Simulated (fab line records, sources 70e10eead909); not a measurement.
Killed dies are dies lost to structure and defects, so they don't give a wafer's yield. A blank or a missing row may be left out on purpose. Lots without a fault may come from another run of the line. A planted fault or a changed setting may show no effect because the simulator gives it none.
fab line records | flow nand_harc
record lots=5 wafers=15 last_day=32
route steps=1302 shown A_STAIRCASE@777 END@1302
lots that met no fault: from a run of the same line without faults
start_h: hours from the record's first day to the start of the lot's first wafer shown | wait_h: hours since the lot's step before | " the same as in the row above | L1.1+2: a row that stands for several wafers | - no value, or no start given | * or withheld: withheld | < > ~ a bound
route shown NAME@n: a module of which the file shows steps, and the number in the route of the first | usual: mean/standard deviation of fault-free wafers | same: alike in all rows | chamber/n: place in a boat | sites: the reading at each site | _std_site: their standard deviation | _edge_site: outer sites' mean less inner sites' | radius_mm: how far each site lies from the wafer's centre | mask NAME#n: copy n | behind: the tool/chamber that last shaped the wafer | hold: why the lot was held/for how many hours/how that ended | device: the transistor (n, p or np) that didn't switch | end of line: the same wafers' tests at the end of the route | a step without rows: its recipe alone | killed: dies lost to structure and defects at the first sort, not the wafer's yield | map: a wafer's dies, x killed, . not, _ none there
set.NAME: the setting as run; set.NAME@STEP: as run at that earlier step | model.NAME: the simulator's own value behind a step, which no gauge read
lots at some steps of the route; a table a step, a row a wafer
services: from which hour (start_h, from the record's first day; less than 0 if before it) a tool's chamber was out of use, for how many hours, and why
## steps
# step NHARC_A_STAIRCASE_SOFTBAKE_263
# recipe temp_c=135 time_s=170
# step NHARC_A_STAIRCASE_EBR_264
# step NHARC_A_STAIRCASE_EXPOSE_265
# recipe na=0.5 dose_mj=25.01 mask_id=CHOP_200
# step NHARC_A_STAIRCASE_PEB_266
# recipe peb_temp_c=115 peb_time_s=130
# step NHARC_A_STAIRCASE_DEVELOP_267
# recipe time_s=140
# step NHARC_A_STAIRCASE_HARDBAKE_269
# recipe temp_c=120 time_s=140
# step NHARC_A_STAIRCASE_DESCUM_270
# recipe time_s=3 o2_flow_sccm=200 ar_flow_sccm=0 bias_power_w=0 chemistry=O2
# step NHARC_A_STAIRCASE_ETCH_271
# recipe cf4_flow_sccm=100 chf3_flow_sccm=30 ar_flow_sccm=0 rf_w=500 bias_w=200 chemistry=CF4/CHF3
# usual drypump_motor_current_A=5.6/0.44 oes_product_au=0.954/0.028 rf_vpp_V=369.9/2.8 showerhead_plenum_p_Torr=1.56/0.081 throttle_valve_pct=16.802/0.0093
# columns lot.wafer tool chamber start_h wait_h drypump_motor_current_A oes_product_au rf_hours_counter_h rf_vpp_V showerhead_plenum_p_Torr throttle_valve_pct
L752.1 rie_diel-06 3 477.32 0.1 5.7 0.961 59 366.5 1.46 16.794
L752.2 " 1 " " 6.0 0.976 52 366.4 1.46 16.803
L752.4 " 2 " " 5.5 0.980 - 369.5 1.55 16.801
L753.2 rie_diel-11 2 492.42 0.6 5.9 0.909 19 370.3 1.56 16.811
L753.3 " 3 " " 5.5 0.940 21 369.3 1.54 16.802
L753.5 " 2 " " 5.9 0.909 - 369.8 1.56 16.811
L760.1 rie_diel-06 2 570.87 0.1 5.5 0.958 32 368.7 1.54 16.794
L760.5 " 3 " " 5.7 0.946 - 373.5 1.69 16.799
L760.4 " 0 " " 5.7 0.913 - 367.3 1.47 16.810
L762.4 rie_diel-06 1 575.98 0.1 6.0 0.933 31 374.6 1.69 16.813
L762.1 " 2 " " 5.5 0.954 34 369.3 1.54 16.796
L762.6 " 0 " " 5.7 0.903 - 367.1 1.47 16.802
L761.2 rie_diel-11 2 579.71 0.1 5.9 0.940 43 369.2 1.55 16.800
L761.6 " 3 " " 5.5 0.989 - 369.6 1.53 16.802
L761.5 " 0 " " 4.7 0.988 - 369.6 1.53 16.820
# step NHARC_A_STAIRCASE_HM_OPEN_457
# recipe o2_flow_sccm=400 cos_flow_sccm=20 ar_flow_sccm=0 rf_w=500 bias_w=300 chemistry=O2/COS
# step NHARC_A_STAIRCASE_STRIP_458
# recipe o2_flow_sccm=400 cos_flow_sccm=20 ar_flow_sccm=0 bias_w=0 chemistry=O2/COS
# step NHARC_A_STAIRCASE_ETCH_451
# recipe target_depth_a=300 overetch_a=30 time_s=16.5 ion_energy_ev=100 cf4_flow_sccm=80 o2_flow_sccm=20 ar_flow_sccm=0 rf_w=300 bias_w=100 chemistry=CF4/O2
# usual drypump_motor_current_A=5.6/0.4 oes_product_au=1.002/0.016 rf_vpp_V=197.5/1.8 showerhead_plenum_p_Torr=1.32/0.073 throttle_valve_pct=13.398/0.0094
# columns lot.wafer tool chamber start_h wait_h drypump_motor_current_A oes_product_au rf_hours_counter_h rf_vpp_V showerhead_plenum_p_Torr throttle_valve_pct
L752.1 rie_diel-06 1 - - 6.0 1.016 52 195.0 1.24 13.394
L752.2 " 2 " " 5.5 1.015 58 196.6 1.31 13.396
L752.4 " 3 " " 5.7 1.005 - 197.2 1.24 13.408
L753.2 rie_diel-11 1 - - 4.9 0.983 14 199.9 1.44 13.388
L753.3 " 2 " " 5.9 0.977 19 197.8 1.32 13.387
L753.5 " 1 " " 4.9 0.991 - 199.8 1.44 13.398
L760.1 rie_diel-06 0 - - 5.7 0.972 29 195.8 1.24 13.388
L760.5 " 0 " " 5.7 0.982 - 195.4 1.24 13.395
L760.4 " 2 " " 5.5 1.017 - 197.7 1.30 13.399
L762.4 rie_diel-06 0 - - 5.8 0.977 30 195.7 1.24 13.407
L762.1 " 2 " " 5.6 1.018 34 197.1 1.30 13.398
L762.6 " 0 " " 5.7 0.973 - 194.6 1.24 13.412
L761.2 rie_diel-11 3 - - 5.5 1.024 47 197.5 1.30 13.421
L761.6 " 2 " " 5.9 0.980 - 196.2 1.32 13.398
L761.5 " 3 " " 5.5 1.021 - 195.9 1.30 13.409
# step NHARC_A_STAIRCASE_ETCH_273
# recipe target_depth_a=1.02e+05 time_s=2468.6 ion_energy_ev=800 c4f8_flow_sccm=80 o2_flow_sccm=60 ar_flow_sccm=withheld rf_w=600 bias_w=3000 chemistry=C4F8/O2/Ar
# usual oes_product_au=0.941/0.017 rf_vpp_V=1825/14
# columns lot.wafer tool chamber start_h wait_h oes_product_au rf_hours_counter_h rf_vpp_V
L752.2 rie_diel-06 1 477.92 - 0.947 53 1808
L752.1 " 2 " " 0.953 58 1823
L752.4 " 3 " " 0.933 - 1807
L753.3 rie_diel-11 3 492.92 - 0.943 22 1820
L753.2 " 1 " " 0.919 14 1845
L753.5 " 3 " " 0.937 - 1822
L760.1 rie_diel-06 0 571.44 - 0.907 29 1810
L760.4 " 0 " " 0.918 - 1810
L760.5 " 2 " " 0.956 - 1821
L762.4 rie_diel-06 1 576.48 - 0.937 32 1846
L762.1 " 3 " " 0.956 25 1846
L762.6 " 2 " " 0.944 - 1820
L761.2 rie_diel-11 3 580.20 - 0.960 48 1820
L761.6 " 3 " " 0.971 - 1820
L761.5 " 0 " " 0.963 - 1821
# step NHARC_A_STAIRCASE_STRIP_274
# recipe o2_flow_sccm=500 ar_flow_sccm=0 bias_w=0 chemistry=O2
# step NHARC_A_STAIRCASE_STRIP_275
# recipe time_s=900 temp_c=130 chemistry=SPM
# step NHARC_A_STAIRCASE_PRECLEAN_276
# recipe time_s=* temp_c=50 bath_age_min=0 chemistry=SC1
# step NHARC_A_STAIRCASE_SRD_277
# step NHARC_A_STAIRCASE_HM_DEP_459
# recipe target_thk_a=15000 temp_c=400 material=aC
# step NHARC_A_STAIRCASE_DEP_280
# recipe target_thk_a=300 target_thk_nm=30 temp_c=400 pressure_torr=3.5 flow_sccm=200 rf_w=350 material=SiON
# step NHARC_A_STAIRCASE_DEHYDRATE_281
# recipe temp_c=150 time_s=120
# step NHARC_A_STAIRCASE_HMDS_282
# recipe time_s=30
# step NHARC_A_STAIRCASE_COAT_283
# recipe spin_rpm=1200
# step NHARC_A_STAIRCASE_SOFTBAKE_284
# recipe temp_c=135 time_s=170
# step NHARC_A_STAIRCASE_EBR_285
# step NHARC_A_STAIRCASE_EXPOSE_286
# recipe na=0.5 dose_mj=25.01 mask_id=CHOP_100
# step NHARC_A_STAIRCASE_PEB_287
# recipe peb_temp_c=115 peb_time_s=130
# step NHARC_A_STAIRCASE_DEVELOP_288
# recipe time_s=140
# step NHARC_A_STAIRCASE_HARDBAKE_290
# recipe temp_c=120 time_s=140
# step NHARC_A_STAIRCASE_DESCUM_291
# recipe time_s=3 o2_flow_sccm=200 ar_flow_sccm=0 bias_power_w=0 chemistry=O2
# step NHARC_A_STAIRCASE_ETCH_292
# recipe cf4_flow_sccm=100 chf3_flow_sccm=30 ar_flow_sccm=0 rf_w=500 bias_w=200 chemistry=CF4/CHF3
# usual drypump_motor_current_A=5.6/0.49 oes_product_au=0.944/0.027 rf_vpp_V=370.5/2.8 showerhead_plenum_p_Torr=1.57/0.083 throttle_valve_pct=16.802/0.0089
# columns lot.wafer tool chamber start_h wait_h drypump_motor_current_A oes_product_au rf_hours_counter_h rf_vpp_V showerhead_plenum_p_Torr throttle_valve_pct
L752.4 rie_diel-11 1 485.16 0.1 4.9 0.953 11 374.0 1.70 16.797
L752.2 " 2 " " 5.9 0.947 16 369.7 1.56 16.822
L752.1 " 3 " " 5.5 0.983 16 368.9 1.54 16.804
L753.2 rie_diel-01 2 498.31 0.1 6.7 0.938 35 373.8 1.66 16.800
L753.3 " 3 " " 5.8 0.926 39 370.3 1.55 16.799
L753.5 " 0 " " 5.8 0.954 - 370.8 1.62 16.811
L760.1 rie_diel-11 0 577.05 0.1 4.7 0.939 46 369.3 1.53 16.817
L760.4 " 1 " " 4.9 0.900 37 374.4 1.69 16.793
L760.5 " 3 " " 5.5 0.939 - 368.6 1.53 16.792
L762.1 rie_diel-01 0 584.71 0.1 5.8 0.943 6 372.5 1.61 16.799
L762.4 " 2 " " 6.7 0.998 4 372.1 1.66 16.817
L762.6 " 1 " " 5.2 0.945 - 373.3 1.68 16.793
L761.2 rie_diel-01 1 586.73 0.1 5.3 0.966 5 374.4 1.68 16.788
L761.5 " 2 " " 6.7 1.005 - 373.5 1.66 16.810
L761.6 " 3 " " 5.7 0.990 - 369.4 1.54 16.793
# step NHARC_A_STAIRCASE_HM_OPEN_460
# recipe o2_flow_sccm=400 cos_flow_sccm=20 ar_flow_sccm=0 rf_w=500 bias_w=300 chemistry=O2/COS
# step NHARC_A_STAIRCASE_STRIP_461
# recipe o2_flow_sccm=400 cos_flow_sccm=20 ar_flow_sccm=0 bias_w=0 chemistry=O2/COS
# step NHARC_A_STAIRCASE_ETCH_452
# recipe target_depth_a=300 overetch_a=30 time_s=16.5 ion_energy_ev=100 cf4_flow_sccm=80 o2_flow_sccm=20 ar_flow_sccm=0 rf_w=300 bias_w=100 chemistry=CF4/O2
# usual drypump_motor_current_A=5.6/0.5 oes_product_au=1.003/0.017 rf_vpp_V=197.8/1.7 showerhead_plenum_p_Torr=1.34/0.072 throttle_valve_pct=13.396/0.0089
# columns lot.wafer tool chamber start_h wait_h drypump_motor_current_A oes_product_au rf_hours_counter_h rf_vpp_V showerhead_plenum_p_Torr throttle_valve_pct
L752.2 rie_diel-11 1 - - 4.9 0.984 11 200.3 1.44 13.394
L752.4 " 2 " " 5.9 0.983 16 197.2 1.32 13.398
L752.1 " 3 " " 5.5 1.011 16 197.8 1.30 13.386
L753.2 rie_diel-01 2 - - 6.7 1.013 36 198.4 1.41 13.412
L753.3 " 0 " " 5.8 1.021 33 199.5 1.38 13.396
L753.5 " 2 " " 6.7 1.013 - 199.9 1.41 13.401
L760.1 rie_diel-11 0 - - 4.7 1.009 46 198.0 1.30 13.410
L760.4 " 3 " " 5.5 1.018 47 196.8 1.30 13.387
L760.5 " 1 " " 4.9 0.980 - 200.3 1.44 13.394
L762.1 rie_diel-01 0 - - 5.8 0.996 6 198.0 1.37 13.407
L762.4 " 2 " " 6.7 1.032 4 198.6 1.41 13.391
L762.6 " 1 " " 5.3 1.004 - 199.8 1.43 13.388
L761.2 rie_diel-01 1 - - 5.2 0.994 5 198.7 1.43 13.400
L761.5 " 1 " " 5.3 0.986 - 198.8 1.43 13.410
L761.6 " 2 " " 6.7 1.019 - 198.3 1.41 13.396
# step NHARC_A_STAIRCASE_ETCH_294
# recipe target_depth_a=49890 time_s=1211.6 ion_energy_ev=800 c4f8_flow_sccm=80 o2_flow_sccm=60 ar_flow_sccm=withheld rf_w=600 bias_w=3000 chemistry=C4F8/O2/Ar
# step NHARC_A_STAIRCASE_STRIP_295
# recipe o2_flow_sccm=500 ar_flow_sccm=0 bias_w=0 chemistry=O2
# usual drypump_motor_current_A=5.6/0.48 oes_product_au=1.003/0.017 rf_vpp_V=57.8/0.95 showerhead_plenum_p_Torr=3.53/0.18 throttle_valve_pct=17.036/0.0091
# columns lot.wafer tool chamber start_h wait_h drypump_motor_current_A oes_product_au rf_hours_counter_h rf_vpp_V showerhead_plenum_p_Torr throttle_valve_pct
L752.4 rie_diel-11 2 - - 5.9 0.972 16 56.8 3.50 17.049
L752.1 " 3 " " 5.5 1.015 17 58.9 3.45 17.038
L752.2 " 0 " " 4.7 1.023 17 57.8 3.45 17.042
L753.2 rie_diel-01 0 - - 5.9 1.023 34 57.9 3.64 17.031
L753.3 " 1 " " 5.3 0.974 41 58.6 3.78 17.041
L753.5 " 2 " " 6.7 1.011 - 57.1 3.72 17.033
L760.4 rie_diel-11 3 - - 5.5 1.025 47 58.4 3.43 17.018
L760.1 " 1 " " 4.9 0.968 38 58.9 3.79 17.037
L760.5 " 2 " " 5.9 0.989 - 56.2 3.49 17.034
L762.4 rie_diel-01 3 - - 5.7 0.996 6 56.0 3.46 17.035
L762.1 " 1 " " 5.3 0.988 5 58.1 3.77 17.031
L762.6 " 3 " " 5.8 1.004 - 58.6 3.46 17.046
L761.2 rie_diel-01 2 - - 6.7 1.014 5 58.7 3.71 17.038
L761.6 " 3 " " 5.7 1.000 - 57.5 3.46 17.045
L761.5 " 0 " " 5.8 0.994 - 58.4 3.62 17.032
# step NHARC_A_STAIRCASE_STRIP_296
# recipe time_s=900 temp_c=130 chemistry=SPM
# step NHARC_A_STAIRCASE_PRECLEAN_297
# recipe time_s=* temp_c=50 bath_age_min=0 chemistry=SC1
# step NHARC_A_STAIRCASE_SRD_298
# step NHARC_A_STAIRCASE_HM_DEP_462
# recipe target_thk_a=8000 temp_c=400 material=aC
# step NHARC_END_SORT_01
# recipe temp_c=25
# usual killed_at_array=54/12 killed_at_other=0.7/1.1 killed_at_periphery=3.9/2.8 killed_dies=59/13 killed_open=3.4/2 killed_short=2.5/1.7
# same gross_dies=677
# columns lot.wafer tool chamber start_h wait_h killed_at_array killed_at_other killed_at_periphery killed_dies killed_open killed_short
L752.2 prober-01 0 666.73 2.8 116 0 3 119 3 2
L753.2 prober-01 0 681.08 2.8 62 1 1 64 5 2
L753.3 prober-01 0 681.89 3.1 60 0 3 63 1 0
L753.5 prober-01 0 683.50 3.7 55 0 3 58 4 3
# killed by level:class
L752.2 A_STAIRCASE:unspecified=72 A_SLIT:chamber_film_flake=26 A_CONTACT:chamber_film_flake=5 A_CHANNEL_HOLE_D1:chamber_film_flake=4 A_CHANNEL_HOLE_D2:chamber_film_flake=4 P_CONTACT:chamber_film_flake=2 P_M0:geometric_particle:open=1 A_CHANNEL_FILL_D1:geometric_particle:short=1
L753.2 A_CHANNEL_HOLE_D1:chamber_film_flake=25 A_SLIT:chamber_film_flake=22 A_STAIRCASE:chamber_film_flake=3 A_WL_FILL:chamber_film_flake=3 A_SOURCE_PLATE:geometric_particle:open=1 A_CHANNEL_HOLE_D1:geometric_particle:short=1 A_CHANNEL_HOLE_D2:geometric_particle:open=1 A_CHANNEL_HOLE_D2:geometric_particle:short=1
L753.3 A_CHANNEL_HOLE_D1:chamber_film_flake=28 A_SLIT:chamber_film_flake=23 A_STAIRCASE:chamber_film_flake=4 P_CONTACT:chamber_film_flake=2 A_ZERO_WELL:chamber_film_flake=2 A_CONTACT:chamber_film_flake=2 P_M1:geometric_particle:open=1 A_WL_FILL:chamber_film_flake=1
L753.5 A_CHANNEL_HOLE_D1:chamber_film_flake=22 A_SLIT:chamber_film_flake=21 A_STAIRCASE:chamber_film_flake=3 A_DECK1_JOINT:geometric_particle:open=2 A_CONTACT:chamber_film_flake=2 P_M0:geometric_particle:open=1 A_SOURCE_PLATE:geometric_particle:short=1 A_ONON_D1:geometric_particle:short=1
# map L752.2 (x killed, . not)
____________.____________
_________......._________
_______..........._______
______.x...........______
_____..x............_____
____.................____
____.................____
___.......x.x.x.......___
___.......x.x.x.......___
__........xxxxxx.......__
__x......xxxxxxx......x__
_xxxxx..xxxxxxxx........_
_xxxx...xxxxxxxx........_
_xxxx..x..xxxxx.x......._
_xxxxx.xxxxxxxxx........_
_xxx.x..xxxxxxxx........_
xxxx......xxxx...........
...xx.xx...x.xx..........
.........xx.xx.x.........
...xx......x..x..........
..x......................
_......................._
_....................x.._
_........x.............._
_..........x............_
_.................x..x.._
__..x..................__
__.....................__
___..................x___
___....x..............___
____.................____
____.................____
_____..............x_____
______.............______
_______..........._______
_________......._________
____________.____________
# map L762.1 (x killed, . not)
____________x____________
_________...x..._________
_______......x...._______
______.........x...______
_____.......x.x....._____
____x.........x.x....____
____........x........____
___..x................___
___..x...........x....___
__.....................__
__x....................__
_xx.xx.................._
_.xxx..................._
_xxx...................._
_.xxx..................._
_xxx.............x......_
...xx....................
.xx.x........x..........x
xxx.................x....
.........................
........x...x............
_x................x....._
_....................x.._
_......................._
_..................x...._
_......................._
__.....................__
__.....................__
___...................___
___.............x.....___
____.................____
____..x..............____
_____........x.x...._____
______........x....______
_______..........._______
_________......._________
____________.____________
## services
# columns tool chamber start_h hours kind
rie_diel-01 2 464.25 5.7 repair
rie_diel-11 0 467.85 - clean
rie_diel-11 1 467.85 - clean
rie_diel-11 2 467.85 - clean
rie_diel-11 3 467.85 - clean
rie_diel-06 0 471.24 7.3 repair
rie_diel-06 - 484.20 9.0 pm
rie_diel-11 0 492.37 - clean
rie_diel-11 1 492.37 - clean
rie_diel-11 2 492.37 - clean
rie_diel-11 3 492.37 - clean
rie_diel-11 0 516.89 - clean
rie_diel-11 1 516.89 - clean
rie_diel-11 2 516.89 - clean
rie_diel-11 3 516.89 - clean
rie_diel-11 0 541.44 - clean
rie_diel-11 1 541.44 - clean
rie_diel-11 2 541.44 - clean
rie_diel-11 3 541.44 - clean
rie_diel-01 - 559.14 9.0 pm
rie_diel-11 0 566.02 - clean
rie_diel-11 1 566.02 - clean
rie_diel-11 2 566.02 - clean
rie_diel-11 3 566.02 - clean
## key
first_sign step=NHARC_END_SORT_01 reading=killed_at_array direction=up sigmas=5 usual=54 struck=116
effect step=NHARC_END_SORT_01 reading=killed_dies direction=up sigmas=4.7 usual=59 struck=119
more_kills_born_at NHARC_A_STAIRCASE_ETCH_273@rie_diel-06=72
met_at NHARC_A_STAIRCASE_ETCH_273
struck_wafers L752.2
tester_left_out L752
fault kind=chamber_particle_source tool=rie_diel-06 chamber=1 onset_h=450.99 steps=NHARC_A_STAIRCASE_ETCH_273 rate_per_visit_cm2=0.45541 end_h=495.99
# tester_left_out: of these lots the tester's yield and bins aren't shown, on N5 and GAA mostly nor the transistor test; their killed dies are dies lost to structure and defects alone, not to doping, threshold or leakage, so they don't give the yield
